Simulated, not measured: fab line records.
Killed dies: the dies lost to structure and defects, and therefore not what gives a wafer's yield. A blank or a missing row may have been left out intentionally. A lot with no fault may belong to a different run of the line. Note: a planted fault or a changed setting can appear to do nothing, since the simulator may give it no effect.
Lot-split experiment / flow n5Finfet / route with 1938 steps; 7 lots, 21 wafers read

== SPLIT DETAILS ==
At N5_BEOL_M5_COAT_60 (time 60 s, resist thk 12 nm), the setting spinRpm was moved away from the recipe's 1500 rpm on 5 of the 21 wafers read, by -6.9% to +5.9%. The other wafers ran this setting at the recipe's value.

== FROM THE SPLIT TO THE READING: what the file shows between them, 4 steps ==
- N5_BEOL_M5_COAT_71: time 60 s, resist thk 5 nm
- N5_BEOL_M5_COAT_05: resist thk 30 nm
- N5_BEOL_M5_DESCUM_16: chemistry O2, time 7 s
- N5_BEOL_M5_ETCH_72: etches underlayer in N2/H2, target depth 6.5 nm, time 5.2 s

== THE READING ==
etch.depthNm (the simulator's own value, which no gauge read), in nm, at N5_BEOL_M5_ETCH_61 (etches SiARC in CF4, target depth 15.6 nm, time 26 s). There is no usual value for it anywhere in the file. Here, 16 wafers ran the recipe; their average is 12.01 nm with a standard deviation of 0.021 nm.

wafer=L075.1; tool, chamber at the split=lithoTrack-05, 0; spinRpm as run, rpm=1500; against the recipe=recipe; etch.depthNm, nm=12.04; against lot-mates on the recipe=-
wafer=L075.5; tool, chamber at the split=lithoTrack-05, 0; spinRpm as run, rpm=1500; against the recipe=recipe; etch.depthNm, nm=12.04; against lot-mates on the recipe=-
wafer=L075.2; tool, chamber at the split=lithoTrack-05, 0; spinRpm as run, rpm=1500; against the recipe=recipe; etch.depthNm, nm=12.01; against lot-mates on the recipe=-
wafer=L080.1; tool, chamber at the split=lithoTrack-03, 0; spinRpm as run, rpm=1396; against the recipe=-6.9%; etch.depthNm, nm=12.43; against lot-mates on the recipe=+0.43
wafer=L080.3; tool, chamber at the split=lithoTrack-03, 0; spinRpm as run, rpm=1500; against the recipe=recipe; etch.depthNm, nm=12; against lot-mates on the recipe=-
wafer=L080.4; tool, chamber at the split=lithoTrack-03, 0; spinRpm as run, rpm=1396; against the recipe=-6.9%; etch.depthNm, nm=12.46; against lot-mates on the recipe=+0.46
wafer=L086.2; tool, chamber at the split=lithoTrack-05, 0; spinRpm as run, rpm=1500; against the recipe=recipe; etch.depthNm, nm=12; against lot-mates on the recipe=-
wafer=L086.3; tool, chamber at the split=lithoTrack-05, 0; spinRpm as run, rpm=1500; against the recipe=recipe; etch.depthNm, nm=11.99; against lot-mates on the recipe=-
wafer=L086.4; tool, chamber at the split=lithoTrack-05, 0; spinRpm as run, rpm=1500; against the recipe=recipe; etch.depthNm, nm=11.99; against lot-mates on the recipe=-
wafer=L087.1; tool, chamber at the split=lithoTrack-02, 0; spinRpm as run, rpm=1500; against the recipe=recipe; etch.depthNm, nm=11.98; against lot-mates on the recipe=-
wafer=L087.5; tool, chamber at the split=lithoTrack-02, 0; spinRpm as run, rpm=1500; against the recipe=recipe; etch.depthNm, nm=11.98; against lot-mates on the recipe=-
wafer=L087.3; tool, chamber at the split=lithoTrack-02, 0; spinRpm as run, rpm=1500; against the recipe=recipe; etch.depthNm, nm=12; against lot-mates on the recipe=-
wafer=L093.1; tool, chamber at the split=lithoTrack-03, 0; spinRpm as run, rpm=1500; against the recipe=recipe; etch.depthNm, nm=11.98; against lot-mates on the recipe=-
wafer=L093.4; tool, chamber at the split=lithoTrack-03, 0; spinRpm as run, rpm=1428; against the recipe=-4.8%; etch.depthNm, nm=12.28; against lot-mates on the recipe=+0.28
wafer=L093.6; tool, chamber at the split=lithoTrack-03, 0; spinRpm as run, rpm=1500; against the recipe=recipe; etch.depthNm, nm=12.03; against lot-mates on the recipe=-
wafer=L095.1; tool, chamber at the split=lithoTrack-03, 0; spinRpm as run, rpm=1500; against the recipe=recipe; etch.depthNm, nm=12.03; against lot-mates on the recipe=-
wafer=L095.4; tool, chamber at the split=lithoTrack-03, 0; spinRpm as run, rpm=1588; against the recipe=+5.9%; etch.depthNm, nm=11.69; against lot-mates on the recipe=-0.34
wafer=L095.6; tool, chamber at the split=lithoTrack-03, 0; spinRpm as run, rpm=1588; against the recipe=+5.9%; etch.depthNm, nm=11.7; against lot-mates on the recipe=-0.33
wafer=L097.1; tool, chamber at the split=lithoTrack-02, 0; spinRpm as run, rpm=1500; against the recipe=recipe; etch.depthNm, nm=12.01; against lot-mates on the recipe=-
wafer=L097.4; tool, chamber at the split=lithoTrack-02, 0; spinRpm as run, rpm=1500; against the recipe=recipe; etch.depthNm, nm=12; against lot-mates on the recipe=-
wafer=L097.5; tool, chamber at the split=lithoTrack-02, 0; spinRpm as run, rpm=1500; against the recipe=recipe; etch.depthNm, nm=12.03; against lot-mates on the recipe=-

THE FIT
A straight line over all 21 wafers: etch.depthNm changes by -0.0585 nm for each +1% of spinRpm; r = -0.99; the points scatter about the line by 0.024 nm.
The same after taking each lot's own level away (the mean of its wafers on the recipe; 21 wafers): -0.0606 nm for each +1%; r = -1.00; scatter 0.017 nm.
That fit puts the effect of the largest move of spinRpm on the reading at 0.42 nm.
Across the lots, their own levels run from 11.987 to 12.030 nm, a range of 2.1 times the standard deviation given above.
Consequently the slope shifts little with the lot-to-lot level, the two slopes agreeing.
Check: +0.421 nm against its lot-mates is what the line predicts for one of the wafers moved furthest among these (-6.9%) when that wafer is left out of the fit. It came out at +0.43 nm against them.

== ADDITIONAL SPLITS CARRIED BY THESE WAFERS ==
These wafers also went through other splits before the reading. Each is held against what the fit with the lots' levels taken away leaves over:
other split on the same wafers=N5_BEOL_M4_DESCUM_16 timeS; wafers away from the commonest value=7; r with etch.depthNm (lot level and that fit taken away)=+0.15
other split on the same wafers=N5_BEOL_M4_ETCH_64 timeS; wafers away from the commonest value=9; r with etch.depthNm (lot level and that fit taken away)=+0.07
other split on the same wafers=N5_BEOL_M5_HM_DEP_02 targetThkA; wafers away from the commonest value=8; r with etch.depthNm (lot level and that fit taken away)=-0.17

== THE WHOLE CHAIN: every reading that the file lists as answering this split, in the file's order ==
step=N5_BEOL_M5_COAT_60; what it does=time 60 s, resist thk 12 nm; reading=SiARC_of_BEOL_M5_COAT_60.thkNm (the simulator's own value, which no gauge read); change (the file's fit)=-0.0576 nm for each +1% of the setting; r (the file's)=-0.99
step=N5_BEOL_M5_ETCH_61; what it does=etches SiARC in CF4, target depth 15.6 nm, time 26 s; reading=etch.depthNm (the simulator's own value, which no gauge read); change (the file's fit)=-0.0609 nm for each +1% of the setting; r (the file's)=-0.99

== THE FILE'S OWN FIT ==
etch.depthNm changes by -0.0609 nm for each +1% of spinRpm, r = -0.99.
